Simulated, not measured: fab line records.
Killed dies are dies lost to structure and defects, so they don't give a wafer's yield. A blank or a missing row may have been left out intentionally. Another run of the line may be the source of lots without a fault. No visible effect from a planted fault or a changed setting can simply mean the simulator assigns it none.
Problem report in the 8D (eight disciplines) form, filled by code	flow n5 finfet	the parts of the form that need people (team, actions taken, sign-off) are left out

1. WHAT WENT WRONG
spin speed rpm at N5_BEOL_M7_COAT_71 reads a mean of 1410.9 rpm on 6 wafers of 2 lots; wafers without a fault read 1500.0 rpm with a standard deviation of 1.1. That is -81 standard deviations from the usual mean.
The step: time 60 s, resist thk 5 nm.
First seen on wafer L185.3, day 12 15:17, on litho track-02. The record has a number at this step for 36 wafers belonging to 12 lots. By rule, "out" or "out of limits" means more than 4 standard deviations away from the usual mean. Any other wafer with a number is counted as sound.

2. WHAT IT IS, AND WHAT IT ISN'T
question	is	is not
which readings at this step	spin speed rpm	-
which lots	L185, L188	L172, L173, L175, L176, L178, L181, L182, L186, L193, L194
which wafers of those lots	all that have a number	-
read on which tools	litho track-02	litho track-03, litho track-04
when	from day 12 15:17	up to then (21 sound wafers); but 9 sound wafers of L186, L193, L194 came after

3. SUSPECTS, AND WHAT RULES EACH OUT
Counting: any tool at a process step up to the reading is kept as a suspect provided that every lot that is out went through it and no sound lot did after the first of them.
- litho track-02 at N5_BEOL_M7_COAT_71 (time 60 s, resist thk 5 nm): kept. Every lot that is out went through it, starting with L185 (day 12 15:17), and after that it ran no sound lot; the last sound lot it ran before then is L182 (day 11 20:09). On those wafers its own readings are out: spin speed rpm.
After counting, what remains is litho track-02 at N5_BEOL_M7_COAT_71.

4. THE CAUSE (what the simulator had put in)
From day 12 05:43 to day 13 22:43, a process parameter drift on litho track-02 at N5_BEOL_M7_COAT_71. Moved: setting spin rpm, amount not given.
After counting, this tool was the only one left.

5. THE EFFECT CHAIN, in route order
Rows list readings where the struck wafers' mean (over those with a number) sits beyond 3 standard deviations from the usual. Scope: only readings with a usual standard deviation given in the record; hours: median across lots of the time from each lot's start at the first step in this table that gives one to its start at this step; sigmas: change in usual standard deviations.
hours	step	reading	usual	on struck wafers	change	sigmas
0	N5_BEOL_M7_COAT_71	spin speed rpm	1500.0 rpm	1410.9	-89.1	-81
The process steps in it:
- N5_BEOL_M7_COAT_71: time 60 s, resist thk 5 nm.
Later steps that measure or inspect, where all struck wafers having a row at the step show a number for every such reading and not one has moved that far: N5_BEOL_M7_OVL_MEAS_29.

6. WHAT WOULD HAVE CAUGHT IT SOONER
10 hours passed between the start of the fault at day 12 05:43 and the first reading out of limits in this record, taken at day 12 15:17.
